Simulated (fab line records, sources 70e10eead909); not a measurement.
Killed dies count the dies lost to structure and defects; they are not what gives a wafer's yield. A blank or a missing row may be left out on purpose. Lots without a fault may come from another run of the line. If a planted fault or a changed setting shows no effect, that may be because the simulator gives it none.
fab line records	flow nand_harc
record lots=12	wafers=36	last_day=33
route steps=1302 shown P_M0@266 P_M1@290 END@1302
lots untouched by any fault: they come from a run of this same line in which no faults occurred
start_h: hours from the record's opening day to when the first of the lot's shown wafers began	wait_h: hours since the lot's step before	" repeats the value in the row above	L1.1+2: a single row standing in for several wafers	- no value present, or no start provided	* or withheld: withheld	< > ~ a bound
route shown NAME@n: a module of which the file shows steps, and the number in the route of the first	usual: the fault-free wafers' mean and standard deviation	same: alike in all rows	chamber/n: place in a boat	sites: per-site readings	_std_site: the values' standard deviation	_edge_site: inner sites' mean taken away from outer sites' mean	radius_mm: how far each site lies from the wafer's centre	mask NAME#n: copy n	behind: the tool/chamber that last shaped the wafer	hold: what put the lot on hold/how long, in hours/how the hold closed	device: the n, p or np transistor that did not switch	end of line: tests of these same wafers at the route's end	step lacking rows: just its recipe	killed: not the wafer's yield, but the dies lost to structure and defects at the first sort	map: shows each die of a wafer: x if killed, . if not, _ if none is there
set.NAME: the run value of the setting; set.NAME@STEP: its run value at that earlier step	model.NAME: the simulator's own value behind a step, which no gauge read
steps of the route over a sample of lots; a table a step, a row a wafer
services: when a tool's chamber went out of use (start_h, in hours from the record's first day, below 0 if earlier), for how many hours, and the reason
## steps
# step NHARC_P_M0_DESCUM_14
# recipe time_s=3	o2_flow_sccm=200	ar_flow_sccm=0	bias_power_w=0	chemistry=O2
# usual drypump_motor_current_A=6.2/0.41	mfc_ar_sccm=0.007/0.0067	oes_product_au=0.996/0.0094	rf_vpp_V=57.7/0.92	showerhead_plenum_p_Torr=1.92/0.088	throttle_valve_pct=11.311/0.0095
lot.wafer	tool	chamber	start_h	wait_h	drypump_motor_current_A	mfc_ar_sccm	oes_product_au	rf_hours_counter_h	rf_vpp_V	showerhead_plenum_p_Torr	throttle_valve_pct
L604.2	rie_diel-02	0	138.57	0.1	6.2	0.009	0.994	9	59.0	2.04	11.322
L604.5	"	3	"	"	6.6	0.008	0.998	-	57.4	1.81	11.307
L604.6	"	0	"	"	6.2	0.009	0.994	-	57.5	2.04	11.297
L606.1	rie_diel-13	3	163.65	0.1	5.9	0.005	0.993	58	56.6	1.78	11.318
L606.3	"	0	"	"	6.0	0	1.020	62	57.9	2.01	11.293
L606.6	"	0	"	"	6.0	0	1.019	-	58.2	2.01	11.301
L607.2	rie_diel-02	2	167.82	0.1	6.4	0.013	0.992	15	58.0	1.92	11.304
L607.1	"	0	"	"	6.2	0.009	0.998	14	58.9	2.03	11.312
L607.6	"	3	"	"	6.6	0.008	0.995	-	56.6	1.80	11.317
L610.3	rie_diel-09	0	202.85	0.1	5.7	0.026	0.998	17	58.2	2.07	11.308
L610.6	"	0	"	"	5.7	0.026	0.996	-	57.2	2.07	11.324
L610.5	"	1	"	"	6.1	0	1.005	-	57.9	1.92	11.315
L611.1	rie_diel-02	1	212.21	0.1	6.6	0	1.001	23	58.0	1.91	11.304
L611.4	"	3	"	"	6.6	0.008	0.995	23	57.5	1.80	11.312
L611.2	"	0	"	"	6.1	0.009	0.989	18	58.5	2.03	11.320
L612.1	rie_diel-13	3	225.96	0.3	5.9	0.005	0.999	17	58.3	1.77	11.324
L612.3	"	0	"	"	6.0	0	0.993	17	56.7	2.00	11.300
L612.5	"	0	"	"	6.0	0	1.002	-	57.7	2.00	11.317
L613.3	rie_diel-02	1	229.68	0.1	6.6	0	0.994	1	58.9	1.90	11.308
L613.2	"	2	"	"	6.4	0.013	0.992	2	57.2	1.92	11.307
L613.1	"	3	"	"	6.6	0.008	0.992	1	57.1	1.80	11.306
L617.4	rie_diel-02	1	272.42	0.1	6.6	0	0.992	7	58.6	1.90	11.316
L617.2	"	3	"	"	6.6	0.008	0.998	6	56.5	1.80	11.309
L617.3	"	0	"	"	6.2	0.009	1.001	5	58.4	2.03	11.295
L620.4	rie_diel-02	2	301.08	0.1	6.4	0.013	0.988	13	58.1	1.91	11.318
L620.6	"	2	"	"	6.4	0.013	0.996	-	59.2	1.91	11.339
L620.5	"	3	"	"	6.6	0.008	0.994	-	58.6	1.80	11.332
L622.2	rie_diel-02	3	322.75	0.1	6.6	0.008	0.994	17	56.6	1.80	11.325
L622.4	"	1	"	"	6.6	0	1.007	19	57.6	1.90	11.314
L622.5	"	3	"	"	6.6	0.008	0.993	-	56.7	1.80	11.333
L625.1	rie_diel-09	0	347.07	0.1	5.7	0.026	1.021	8	57.1	2.05	11.311
L625.3	"	1	"	"	6.1	0	0.983	6	56.5	1.90	11.314
L625.2	"	3	"	"	5.2	0.027	0.996	8	58.1	1.89	11.284
L624.3	rie_diel-02	3	347.84	0.1	6.6	0.008	0.989	23	56.1	1.80	11.303
L624.6	"	2	"	"	6.5	0.013	0.988	-	57.8	1.91	11.305
L624.5	"	3	"	"	6.6	0.008	1.003	-	57.3	1.80	11.320
# step NHARC_P_M0_PVD_21
# recipe target_thk_a=300	chamber_pressure_pa=5	power_w=5000	substrate_temp_c=30	time_s=20.49	material=Cu
# usual cathode_dc_power_W=5000.1/0.93	throttle_valve_pct=30.1/1.1
lot.wafer	tool	chamber	start_h	wait_h	cathode_dc_power_W	throttle_valve_pct
L604.2	pvd_sputter-01	-	-	-	5001.2	30.9
L604.5	"	-	"	"	5000.4	31.3
L604.6	"	-	"	"	4999.3	29.7
L606.1	pvd_sputter-01	-	-	-	5000.7	30.7
L606.3	"	-	"	"	5000.8	28.8
L606.6	"	-	"	"	4998.8	30.0
L607.2	pvd_sputter-01	-	-	-	5000.2	31.0
L607.1	"	-	"	"	5000.6	29.0
L607.6	"	-	"	"	5001.1	30.9
L610.3	pvd_sputter-01	-	-	-	4998.5	28.9
L610.5	"	-	"	"	4999.7	31.2
L610.6	"	-	"	"	5000.4	28.8
L611.2	pvd_sputter-01	-	-	-	5001.1	28.8
L611.1	"	-	"	"	4999.6	31.4
L611.4	"	-	"	"	4999.4	29.9
L612.1	pvd_sputter-02	-	-	-	4999.9	31.7
L612.3	"	-	"	"	4998.8	30.1
L612.5	"	-	"	"	4999.9	28.2
L613.2	pvd_sputter-02	-	-	-	5000.7	31.6
L613.1	"	-	"	"	5000.3	30.1
L613.3	"	-	"	"	4999.0	28.1
L617.4	pvd_sputter-03	-	-	-	5000.1	30.7
L617.3	"	-	"	"	5001.2	30.7
L617.2	"	-	"	"	4998.8	32.1
L620.4	pvd_sputter-03	-	-	-	4998.1	28.3
L620.6	"	-	"	"	4999.4	30.4
L620.5	"	-	"	"	5001.0	32.4
L622.2	pvd_sputter-02	-	-	-	5000.4	29.1
L622.4	"	-	"	"	4999.5	31.6
L622.5	"	-	"	"	5002.2	30.4
L625.1	pvd_sputter-01	-	-	-	5000.4	29.4
L625.2	"	-	"	"	5001.5	30.4
L625.3	"	-	"	"	4999.4	30.0
L624.3	pvd_sputter-01	-	-	-	5001.1	30.5
L624.5	"	-	"	"	4999.1	29.5
L624.6	"	-	"	"	5000.6	30.4
# step NHARC_P_M0_THK_MEAS_24
# recipe thk_meas_gauge=xrf
# usual thk_nm=118.4/1.6
lot.wafer	tool	chamber	start_h	wait_h	thk_nm
L604.2	film_metro-02	-	141.00	-	119.0
L604.5	"	-	"	"	119.8
L604.6	"	-	"	"	117.6
L606.1	film_metro-02	-	166.03	-	121.6
L606.3	"	-	"	"	118.6
L606.6	"	-	"	"	118.8
L607.1	film_metro-02	-	170.17	-	118.9
L607.2	"	-	"	"	117.5
L607.6	"	-	"	"	117.3
L610.3	film_metro-01	-	205.19	-	117.1
L610.5	"	-	"	"	119.6
L610.6	"	-	"	"	117.6
L611.1	film_metro-02	-	215.27	-	118.4
L611.2	"	-	"	"	116.9
L611.4	"	-	"	"	118.6
L612.1	film_metro-01	-	229.32	-	119.3
L612.3	"	-	"	"	118.1
L612.5	"	-	"	"	117.5
L613.1	film_metro-01	-	232.00	-	121.0
L613.2	"	-	"	"	118.3
L613.3	"	-	"	"	118.5
L617.2	film_metro-02	-	275.11	-	119.6
L617.3	"	-	"	"	120.4
L617.4	"	-	"	"	118.8
L620.4	film_metro-02	-	303.48	-	119.4
L620.5	"	-	"	"	119.2
L620.6	"	-	"	"	121.4
L622.2	film_metro-02	-	325.10	-	118.1
L622.4	"	-	"	"	117.7
L622.5	"	-	"	"	118.8
L625.1	film_metro-02	-	349.42	-	118.4
L625.2	"	-	"	"	119.3
L625.3	"	-	"	"	118.2
L624.3	film_metro-01	-	350.18	-	117.9
L624.5	"	-	"	"	117.9
L624.6	"	-	"	"	117.9
# step NHARC_P_M1_SOFTBAKE_04
# recipe temp_c=105	time_s=55
# usual heater_power_total_W=188.45/0.13
lot.wafer	tool	chamber	start_h	wait_h	heater_power_total_W
L604.2	litho_track-01	0	142	-	188.39
L604.5	"	0	"	"	188.42
L604.6	"	0	"	"	188.49
L606.1	litho_track-04	0	167	-	188.44
L606.3	"	0	"	"	188.33
L606.6	"	0	"	"	188.73
L607.1	litho_track-06	0	171	-	188.77
L607.2	"	0	"	"	188.32
L607.6	"	0	"	"	188.44
L610.3	litho_track-01	0	206	-	188.25
L610.5	"	0	"	"	188.33
L610.6	"	0	"	"	188.47
L611.1	litho_track-06	0	216	-	188.43
L611.2	"	0	"	"	188.53
L611.4	"	0	"	"	188.44
L612.1	litho_track-06	0	230	-	188.41
L612.3	"	0	"	"	188.49
L612.5	"	0	"	"	188.51
L613.1	litho_track-01	0	233	-	188.36
L613.2	"	0	"	"	188.66
L613.3	"	0	"	"	188.66
L617.2	litho_track-06	0	276	-	180.99
L617.3	"	0	"	"	181.03
L617.4	"	0	"	"	180.94
L620.4	litho_track-06	0	304	-	180.99
L620.5	"	0	"	"	181.03
L620.6	"	0	"	"	180.94
L622.2	litho_track-01	0	326	-	188.46
L622.4	"	0	"	"	188.28
L622.5	"	0	"	"	188.39
L625.1	litho_track-04	0	350	-	188.52
L625.2	"	0	"	"	188.36
L625.3	"	0	"	"	188.39
L624.3	litho_track-01	0	351	-	188.45
L624.5	"	0	"	"	188.54
L624.6	"	0	"	"	188.62
# step NHARC_END_SORT_01
# recipe temp_c=25
# usual defect_limited_yield=92.7/2.6	killed_at_array=45/18	killed_at_other=0.9/1.3	killed_at_periphery=3.7/2.2	killed_dies=50/18	killed_open=3.2/1.9	killed_short=2.4/1.6	sort_bin_2_pct=2.5/1.1	sort_bin_3_pct=0.6/0.36	sort_bin_4_pct=4.3/1.5	sort_n_pass=627/18	sort_rim_yield_pct=92/4.3	sort_yield_pct=92.7/2.6
# same gross_dies=677	sort_bin_5_pct[%]=0	sort_bin_6_pct[%]=0	sort_bin_7_pct[%]=0	sort_bin_8_pct[%]=0	sort_rim_n_gross=106.00
lot.wafer	tool	chamber	start_h	wait_h	defect_limited_yield[%]	killed_at_array	killed_at_other	killed_at_periphery	killed_dies	killed_open	killed_short	sort_bin_2_pct[%]	sort_bin_3_pct[%]	sort_bin_4_pct[%]	sort_n_pass	sort_rim_yield_pct[%]	sort_yield_pct[%]
L612.1	prober-02	0	666.46	2.5	94.2	36	0	3	39	3	2	2.1	0.3	3.4	638	95	94.2
L612.3	prober-02	0	668.07	3.1	95.6	19	0	11	30	2	0	0.9	0.4	3.1	647	92	95.6
L612.5	prober-02	0	669.67	3.7	92.9	39	0	9	48	1	1	2.7	0	4.4	629	91	92.9
L622.2	prober-01	0	763.07	2.8	96.6	19	1	3	23	2	3	1.3	0.1	1.9	654	96	96.6
L622.4	prober-01	0	764.69	3.4	96.5	21	1	2	24	2	2	1.0	0.3	2.2	653	98	96.5
L622.5	prober-01	0	765.49	3.7	95.7	24	2	3	29	4	4	1.0	0.4	2.8	648	94	95.7
L620.4	prober-01	0	772.56	3.4	95.7	25	1	3	29	2	1	1.2	0.3	2.8	648	98	95.7
L620.5	prober-01	0	773.36	3.7	95.6	23	1	6	30	3	3	1.0	0.6	2.8	647	92	95.6
L620.6	prober-01	0	774.16	4.0	94.2	32	3	4	39	4	4	1.9	0.3	3.5	638	98	94.2
L625.1	prober-02	0	773.75	2.5	88.6	72	0	5	77	3	2	4.3	0.7	6.4	600	92	88.6
L625.2	prober-02	0	774.57	2.8	92.2	49	1	3	53	2	1	2.7	0.9	4.3	624	89	92.2
L625.3	prober-02	0	775.39	3.1	88.3	75	0	4	79	3	4	4.1	0.9	6.6	598	89	88.3
# killed by level:class
L612.1 A_CHANNEL_HOLE_D2:chamber_film_flake=18 A_SLIT:chamber_film_flake=6 A_CHANNEL_HOLE_D1:chamber_film_flake=5 P_BONDPAD:chamber_film_flake=2 A_WL_FILL:chamber_film_flake=2 P_CONTACT:geometric_particle:open=1 A_ONON_D1:geometric_particle:open=1 A_DECK1_JOINT:geometric_particle:open=1
L612.3 A_CHANNEL_HOLE_D2:chamber_film_flake=10 P_BONDPAD:chamber_film_flake=5 A_STAIRCASE:chamber_film_flake=3 P_STI:chamber_film_flake=2 P_M0:chamber_film_flake=2 A_SLIT:chamber_film_flake=2 A_CHANNEL_HOLE_D2:geometric_particle:open=1 A_WL_FILL:geometric_particle:open=1
L612.5 A_CHANNEL_HOLE_D1:chamber_film_flake=13 A_CHANNEL_HOLE_D2:chamber_film_flake=10 A_STAIRCASE:chamber_film_flake=6 P_BONDPAD:chamber_film_flake=3 A_SLIT:chamber_film_flake=3 P_STI:chamber_film_flake=2 P_GATE:chamber_film_flake=2 A_DECK1_JOINT:chamber_film_flake=2
L622.2 A_SLIT:chamber_film_flake=7 A_CONTACT:chamber_film_flake=5 P_M2:geometric_particle:open=2 A_CHANNEL_HOLE_D1:unspecified=2 A_CHANNEL_HOLE_D1:geometric_particle:short=1 A_CHANNEL_FILL_D2:geometric_particle:short=1 A_SGD_CUT:geometric_particle:short=1 P_GATE:chamber_film_flake=1
L622.4 A_SLIT:chamber_film_flake=8 A_WL_FILL:chamber_film_flake=3 A_DECK1_JOINT:chamber_film_flake=2 A_CHANNEL_HOLE_D2:chamber_film_flake=2 P_GATE:geometric_particle:open=1 A_CHANNEL_FILL_D1:geometric_particle:short=1 A_CHANNEL_HOLE_D2:geometric_particle:open=1 A_M0:geometric_particle:short=1
L622.5 A_SLIT:chamber_film_flake=7 A_CHANNEL_HOLE_D1:unspecified=3 A_CHANNEL_HOLE_D2:chamber_film_flake=3 A_CONTACT:chamber_film_flake=3 A_CHANNEL_FILL_D1:geometric_particle:short=2 THIN_TSV:chamber_film_flake=2 P_GATE:geometric_particle:open=1 P_CONTACT:geometric_particle:open=1
L620.4 A_CHANNEL_HOLE_D1:chamber_film_flake=14 A_CONTACT:chamber_film_flake=4 A_WL_FILL:chamber_film_flake=2 A_ONON_D1:geometric_particle:short=1 A_CHANNEL_HOLE_D1:geometric_particle:open=1 A_WL_FILL:geometric_particle:open=1 P_STI:chamber_film_flake=1 P_GATE:chamber_film_flake=1
L620.5 A_CONTACT:chamber_film_flake=8 A_SLIT:chamber_film_flake=6 P_GATE:chamber_film_flake=2 P_BONDPAD:chamber_film_flake=2 A_CHANNEL_HOLE_D1:chamber_film_flake=2 P_GATE:geometric_particle:short=1 P_M0:geometric_particle:open=1 A_ONON_D1:geometric_particle:short=1
L625.1 A_SLIT:chamber_film_flake=29 A_CHANNEL_HOLE_D2:chamber_film_flake=21 A_CHANNEL_HOLE_D1:chamber_film_flake=9 A_CONTACT:chamber_film_flake=7 P_GATE:chamber_film_flake=3 A_CONTACT:geometric_particle:open=2 A_CHANNEL_HOLE_D2:geometric_particle:short=1 A_WL_FILL:geometric_particle:short=1
L620.6 A_CHANNEL_HOLE_D1:chamber_film_flake=11 A_SLIT:chamber_film_flake=6 A_CONTACT:chamber_film_flake=5 THIN_TSV:chamber_film_flake=3 A_ONON_D2:geometric_particle:short=2 A_CHANNEL_FILL_D2:geometric_particle:short=2 P_GATE:chamber_film_flake=2 P_GATE:geometric_particle:open=1
L625.2 A_CHANNEL_HOLE_D1:chamber_film_flake=12 A_SLIT:chamber_film_flake=12 A_CHANNEL_HOLE_D2:chamber_film_flake=12 A_CONTACT:chamber_film_flake=8 A_STAIRCASE:chamber_film_flake=4 P_M0:geometric_particle:open=2 A_CHANNEL_FILL_D2:geometric_particle:short=1 P_GATE:chamber_film_flake=1
L625.3 A_CHANNEL_HOLE_D2:chamber_film_flake=39 A_SLIT:chamber_film_flake=15 A_CONTACT:chamber_film_flake=7 A_CHANNEL_HOLE_D1:chamber_film_flake=6 A_STAIRCASE:chamber_film_flake=2 P_STI:geometric_particle:short=1 P_GATE:geometric_particle:open=1 A_ONON_D1:geometric_particle:open=1
## services
tool	chamber	start_h	hours	kind
rie_diel-02	2	117.46	9.4	repair
rie_diel-09	-	124.89	0.8	repair
rie_diel-09	-	143.41	9.0	pm
litho_track-01	-	155.00	7.0	pm
rie_diel-02	2	162.77	3.7	repair
rie_diel-13	-	165.07	9.0	pm
pvd_sputter-03	-	170.00	10.0	pm
litho_track-06	-	179.00	7.0	pm
rie_diel-02	0	187.84	16.3	repair
rie_diel-02	1	195.46	4.7	repair
litho_track-04	-	203.00	7.0	pm
pvd_sputter-03	-	207.45	4.8	repair
rie_diel-13	1	215.77	10.2	repair
rie_diel-02	-	217.04	9.0	pm
pvd_sputter-01	-	226.00	10.0	pm
rie_diel-02	-	246.15	0.7	repair
pvd_sputter-02	-	248.26	4.3	repair
rie_diel-09	2	281.87	22.6	repair
rie_diel-13	0	282.21	20.6	repair
pvd_sputter-02	-	283.59	10.0	pm
rie_diel-02	3	288.04	6.1	repair
rie_diel-09	-	320.41	9.0	pm
rie_diel-13	0	320.88	6.4	repair
litho_track-01	-	330.00	7.0	pm
## key
first_sign step=NHARC_P_M1_SOFTBAKE_04	reading=heater_power_total_W	direction=down	sigmas=59	usual=*	struck=*
effect none on later readings
met_at NHARC_P_M1_SOFTBAKE_04
struck_lots L617,L620
not_acting_at NHARC_P_M0_DESCUM_14,NHARC_P_M0_PVD_21,NHARC_P_M0_THK_MEAS_24
onset_between 230 276
fault kind=process_parameter_drift	tool=litho_track-06	chamber=-	onset_h=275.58	steps=NHARC_P_M1_SOFTBAKE_04	channel=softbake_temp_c	offset=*	shape=step	end_h=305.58	acts_in=*	stated=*
